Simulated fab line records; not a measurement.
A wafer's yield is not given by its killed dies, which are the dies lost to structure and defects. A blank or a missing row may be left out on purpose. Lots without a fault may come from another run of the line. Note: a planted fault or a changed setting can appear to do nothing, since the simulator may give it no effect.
fab line records -- flow n5Finfet
record lots=13, wafers=36, lastDay=17
route steps=1938 shown BEOL_M8@1380 PASSIVATION@1936
lots with no fault: from the same line, run without faults
startH: hours from the record's opening day to when the first of the lot's shown wafers began -- waitH: hours elapsed since this lot's preceding step -- " identical to the entry in the row above -- L1.1+2: several wafers, shown together as one row -- - no value, or no start given -- * or withheld: withheld -- < > ~ a bound
route shown NAME@n: a module of which the file shows steps, and the number in the route of the first -- usual: mean/standard deviation of fault-free wafers -- same: alike in all rows -- chamber/n: place in a boat -- sites: per-site readings -- _std_site: the values' standard deviation -- _edge_site: outer sites' mean less inner sites' -- radiusMm: for every site, how far away it sits from the centre of the wafer -- mask NAME#n: copy n -- behind: tool/chamber where the wafer was last shaped -- hold: reason for holding the lot/hours on hold/outcome of the hold -- device: the n, p or np transistor that did not switch -- end of line: at the end of the route, the tests of the same wafers -- step lacking rows: just its recipe -- killed: count of dies lost to structure and defects at first sort (not the wafer's yield) -- map: a wafer's dies, x killed, . not, _ none there
set.NAME: the run value of the setting; set.NAME@STEP: its run value at that earlier step -- model.NAME: the simulator's own value behind a step, which no gauge read
steps of the route over a sample of lots; a table a step, a row a wafer
services: from which hour (startH, from the record's first day; less than 0 if before it) a tool's chamber was out of use, for how many hours, and why
## steps
# step N5_BEOL_M8_OCD_MEAS_38
# usual trenchDepthNm=93.1/2.1
lot.wafer,tool,chamber,startH,waitH,trenchDepthNm
L652.2,ocd-02,-,197.97,-,95.6
L652.3,ocd-02,-,197.97,-,92.3
L652.4,ocd-02,-,197.97,-,95.2
L656.1,ocd-02,-,225.95,-,92.6
L656.5,ocd-02,-,225.95,-,94.8
L656.6,ocd-02,-,225.95,-,91.4
L657.2,ocd-02,-,235.16,-,93.1
L657.4,ocd-02,-,235.16,-,93.0
L657.6,ocd-02,-,235.16,-,96.2
L661.1,ocd-01,-,252.33,-,91.1
L661.3,ocd-01,-,252.33,-,92.1
L661.5,ocd-01,-,252.33,-,91.4
L659.1,ocd-02,-,252.73,-,95.1
L659.2,ocd-02,-,252.73,-,91.3
L659.5,ocd-02,-,252.73,-,94.3
L663.1,ocd-01,-,266.24,-,91.3
L663.4,ocd-01,-,266.24,-,95.5
L663.5,ocd-01,-,266.24,-,95.4
L662.1,ocd-02,-,266.67,-,98.8
L662.5,ocd-02,-,266.67,-,95.9
L664.5,ocd-01,-,280.61,-,94.4
L664.6,ocd-01,-,280.61,-,92.6
L668.5,ocd-02,-,298.86,-,96.4
L668.6,ocd-02,-,298.86,-,98.9
L670.3,ocd-01,-,299.51,-,94.8
L670.4,ocd-01,-,299.51,-,95.7
L670.5,ocd-01,-,299.51,-,90.9
L673.1,ocd-02,-,323.62,-,93.3
L673.4,ocd-02,-,323.62,-,94.9
L673.5,ocd-02,-,323.62,-,94.6
L671.2,ocd-02,-,324.04,-,95.3
L671.4,ocd-02,-,324.04,-,93.2
L671.5,ocd-02,-,324.04,-,94.4
L674.1,ocd-01,-,342.91,-,92.5
L674.2,ocd-01,-,342.91,-,95.7
L674.3,ocd-01,-,342.91,-,91.6
# step N5_BEOL_M8_CURE_75
# recipe tempC=370, timeS=120, ambient=DMADMS/He, material=SiCOH_lowk
# usual lampPowerPct=52.31/0.058, runLengthS=178.3/1.5, wafer_temp_C_max=371.7/0.57
lot.wafer,tool,chamber,startH,waitH,lampPowerPct,runLengthS,wafer_temp_C_max
L652.2,uvCure-01,0,198.41,0.3,52.31,178.3,371.3
L652.3,uvCure-01,0,198.41,0.3,52.32,177.8,371.4
L652.4,uvCure-01,0,198.41,0.3,52.33,178.7,371.4
L656.1,uvCure-03,2,226.14,0.0,52.33,181.6,371.5
L656.5,uvCure-03,2,226.14,0.0,52.32,181.8,371.5
L656.6,uvCure-03,2,226.14,0.0,52.39,182.0,371.8
L657.2,uvCure-03,1,235.55,0.2,52.35,177.3,372.1
L657.4,uvCure-03,1,235.55,0.2,52.27,177.2,372.0
L657.6,uvCure-03,1,235.55,0.2,52.36,176.9,371.5
L661.1,uvCure-02,0,252.53,0.0,52.27,177.8,372.2
L661.3,uvCure-02,0,252.53,0.0,52.43,178.0,371.9
L661.5,uvCure-02,0,252.53,0.0,52.32,177.9,371.9
L659.1,uvCure-01,2,252.93,0.0,52.29,182.8,371.7
L659.2,uvCure-01,2,252.93,0.0,52.39,182.4,372.3
L659.5,uvCure-01,2,252.93,0.0,52.23,182.7,372.5
L663.1,uvCure-03,1,266.43,0.0,52.32,177.8,371.7
L663.4,uvCure-03,1,266.43,0.0,52.21,177.6,371.8
L663.5,uvCure-03,1,266.43,0.0,52.34,176.9,371.8
L662.1,uvCure-02,2,266.86,0.0,52.39,177.5,371.3
L662.5,uvCure-02,2,266.86,0.0,52.28,216.2,371.2
L664.5,uvCure-02,1,281.00,0.2,52.31,216.3,371.7
L664.6,uvCure-02,1,281.00,0.2,52.20,216.2,372.4
L668.5,uvCure-02,0,299.25,0.2,52.36,216.5,372.0
L668.6,uvCure-02,0,299.25,0.2,52.26,216.7,372.6
L670.3,uvCure-03,0,299.80,0.1,52.34,178.1,372.5
L670.4,uvCure-03,0,299.80,0.1,52.35,177.6,372.8
L670.5,uvCure-03,0,299.80,0.1,52.38,177.9,372.8
L673.1,uvCure-03,0,323.82,0.0,52.33,177.6,372.9
L673.4,uvCure-03,0,323.82,0.0,52.28,177.6,372.6
L673.5,uvCure-03,0,323.82,0.0,52.30,177.9,372.4
L671.2,uvCure-03,2,324.28,0.1,52.27,178.6,371.0
L671.4,uvCure-03,2,324.28,0.1,52.24,177.9,371.4
L671.5,uvCure-03,2,324.28,0.1,52.29,177.9,371.8
L674.1,uvCure-03,1,343.11,0.0,52.34,177.7,372.0
L674.2,uvCure-03,1,343.11,0.0,52.30,177.5,372.2
L674.3,uvCure-03,1,343.11,0.0,52.32,177.7,372.6
# step N5_BEOL_M8_ALD_77
# recipe material=TaN, targetThkA=20, tempC=275, aldPrecursorFamily=PDMAT, aldCoReactant=NH3, pressureTorr=3, carrierFlowSccm=1500, pulseTimeS=2, purgeTimeS=3, coReactantPurgeTimeS=2, coReactantPulseTimeS=3, aldCycles=40, precursorVesselTempC=75, precursorVesselPressureTorr=26.25, precursorVesselCarrierSccm=1000
# usual heaterPowerW=429/36, precursorVesselTempC=74.99/0.13
# same coReactantPulseTimeS=3
lot.wafer,tool,chamber,startH,waitH,heaterPowerW,precursorVesselTempC
L652.2,aldMetal-01,2,198.83,0.0,448,74.96
L652.3,aldMetal-01,1,198.83,0.0,394,75.00
L652.4,aldMetal-01,3,198.83,0.0,491,74.86
L656.1,aldMetal-03,2,226.96,0.0,422,75.21
L656.5,aldMetal-03,1,226.96,0.0,444,75.06
L656.6,aldMetal-03,0,226.96,0.0,414,75.02
L657.2,aldMetal-01,0,236.25,0.0,406,74.88
L657.4,aldMetal-01,1,236.25,0.0,383,75.29
L657.6,aldMetal-01,1,236.25,0.0,387,75.32
L661.1,aldMetal-03,2,253.29,0.0,423,74.82
L661.3,aldMetal-03,1,253.29,0.0,439,74.94
L661.5,aldMetal-03,2,253.29,0.0,428,74.93
L659.1,aldMetal-01,0,253.65,0.0,404,74.97
L659.2,aldMetal-01,3,253.65,0.0,486,75.03
L659.5,aldMetal-01,2,253.65,0.0,457,75.11
L663.1,aldMetal-01,0,267.55,0.1,395,74.95
L663.4,aldMetal-01,1,267.55,0.1,385,75.08
L663.5,aldMetal-01,2,267.55,0.1,442,74.74
L662.1,aldMetal-02,2,268.75,0.3,429,75.03
L662.5,aldMetal-02,2,268.75,0.3,427,74.89
L664.5,aldMetal-01,2,281.99,0.3,439,75.10
L664.6,aldMetal-01,1,281.99,0.3,386,75.00
L668.5,aldMetal-01,1,299.69,0.2,386,75.04
L668.6,aldMetal-01,2,299.69,0.2,432,74.90
L670.3,aldMetal-02,1,300.64,0.2,429,75.00
L670.4,aldMetal-02,3,300.64,0.2,325,74.88
L670.5,aldMetal-02,3,300.64,0.2,321,74.87
L673.1,aldMetal-03,2,324.41,0.0,428,74.95
L673.4,aldMetal-03,0,324.41,0.0,411,75.07
L673.5,aldMetal-03,0,324.41,0.0,407,74.68
L671.2,aldMetal-01,1,324.69,0.0,390,74.98
L671.4,aldMetal-01,0,324.69,0.0,404,74.96
L671.5,aldMetal-01,3,324.69,0.0,478,74.92
L674.1,aldMetal-03,0,343.97,0.0,414,74.94
L674.2,aldMetal-03,1,343.97,0.0,454,75.17
L674.3,aldMetal-03,2,343.97,0.0,419,74.96
# step N5_BEOL_M8_SURFACE_TREAT_79
# recipe gas=Ar, timeS=*, ionEnergyEv=*, ionCurrentMaCm2=0.5, pressureMtorr=*, arFlowSccm=30
# usual throttleValvePct=*
lot.wafer,tool,chamber,startH,waitH,throttleValvePct
L652.2,pvdSputter-03,-,199.19,0.2,*
L652.3,pvdSputter-03,-,199.19,0.2,*
L652.4,pvdSputter-03,-,199.19,0.2,*
L656.1,pvdSputter-01,-,227.26,0.2,*
L656.5,pvdSputter-01,-,227.26,0.2,*
L656.6,pvdSputter-01,-,227.26,0.2,*
L657.2,pvdSputter-03,-,236.57,0.2,*
L657.4,pvdSputter-03,-,236.57,0.2,*
L657.6,pvdSputter-03,-,236.57,0.2,*
L661.1,pvdSputter-03,-,253.62,0.2,*
L661.3,pvdSputter-03,-,253.62,0.2,*
L661.5,pvdSputter-03,-,253.62,0.2,*
L659.1,pvdSputter-02,-,254.03,0.2,*
L659.2,pvdSputter-02,-,254.03,0.2,*
L659.5,pvdSputter-02,-,254.03,0.2,*
L663.1,pvdSputter-03,-,268.21,0.5,*
L663.4,pvdSputter-03,-,268.21,0.5,*
L663.5,pvdSputter-03,-,268.21,0.5,*
L662.1,pvdSputter-03,-,269.25,0.4,*
L662.5,pvdSputter-03,-,269.25,0.4,*
L664.5,pvdSputter-01,-,282.16,0.0,*
L664.6,pvdSputter-01,-,282.16,0.0,*
L668.5,pvdSputter-03,-,299.88,0.1,*
L668.6,pvdSputter-03,-,299.88,0.1,*
L670.3,pvdSputter-02,-,301.12,0.3,*
L670.4,pvdSputter-02,-,301.12,0.3,*
L670.5,pvdSputter-02,-,301.12,0.3,*
L673.1,pvdSputter-02,-,324.79,0.3,*
L673.4,pvdSputter-02,-,324.79,0.3,*
L673.5,pvdSputter-02,-,324.79,0.3,*
L671.2,pvdSputter-02,-,325.07,0.2,*
L671.4,pvdSputter-02,-,325.07,0.2,*
L671.5,pvdSputter-02,-,325.07,0.2,*
L674.1,pvdSputter-01,-,344.34,0.2,*
L674.2,pvdSputter-01,-,344.34,0.2,*
L674.3,pvdSputter-01,-,344.34,0.2,*
# step N5_PASSIVATION_PROBE_49
# usual defectLimitedYield=91.4/1.6, killed_at_M0_to_M3=35/10, killed_at_M4_up=12/4.7, killedAtContacts=12/5.8, killedAtFrontEnd=38/12, killedAtOther=4/3.2, killedDies=102/18, killedOpen=68/14, killedShort=32/8, sort_bin_5_function=5.1/0.96, sort_bin_6_memory=3.2/0.77, sort_bin_8_speed=0.1/0.39, sortNPass=1078/20, sortYieldPct=91.3/1.7
# same grossDies=1180, killedAtBackSide=0, sort_bin_4_leakage[%]=0
lot.wafer,tool,chamber,startH,waitH,defectLimitedYield[%],killed_at_M0_to_M3,killed_at_M4_up,killedAtContacts,killedAtFrontEnd,killedAtOther,killedDies,killedOpen,killedShort,sort_bin_5_function[%],sort_bin_6_memory[%],sort_bin_8_speed[%],sortNPass,sortYieldPct[%]
L662.1,prober-02,-,336.95,0.0,91.3,42,8,24,25,4,103,77,26,5.6,2.8,0,1077,91.3
# killed by level:class
L662.1 MOL_CONTACT_COAG:geometricParticle:open=20 BEOL_M1:geometricParticle:open=13 BEOL_M0_SAQP:geometricParticle:short=10 BEOL_M0_SAQP:geometricParticle:open=10 FIN_SAQP:geometricParticle:open=7 ILD0:geometricParticle:open=5 MOL_CONTACT_COAG:geometricParticle:short=4 BEOL_M3:geometricParticle:open=4
## services
tool,chamber,startH,hours,kind
uvCure-03,-,177.67,2.8,pm
uvCure-01,-,177.78,2.8,pm
aldMetal-01,-,178.55,0.7,repair
aldMetal-02,1,187.77,24.8,repair
uvCure-02,-,199.89,2.8,pm
aldMetal-02,-,230.37,2.8,pm
uvCure-01,-,232.86,7.5,pm
uvCure-03,-,256.48,1.0,pm
aldMetal-02,0,265.38,2.8,repair
aldMetal-03,-,268.61,2.8,pm
uvCure-01,-,277.48,14.6,pm
uvCure-02,-,302.00,1.9,repair
uvCure-02,-,337.49,2.1,pm
## key
firstSign step=N5_BEOL_M8_CURE_75, reading=runLengthS, direction=up, sigmas=26, usual=*, struck=*
effect none on later readings
metAt N5_BEOL_M8_CURE_75
struckLots L662,L664,L668
struckWafers L662.5,L664.5,L664.6,L668.5,L668.6
notActingAt N5_BEOL_M8_OCD_MEAS_38,N5_BEOL_M8_ALD_77,N5_BEOL_M8_SURFACE_TREAT_79
onsetBetween 252.53 266.86
fault kind=processParameterDrift, tool=uvCure-02, chamber=-, onsetH=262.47, steps=N5_BEOL_M8_CURE_75, channel=timeS, offset=*, shape=step, endH=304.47, scope=struckWafersOnly, actsIn=*, stated=*
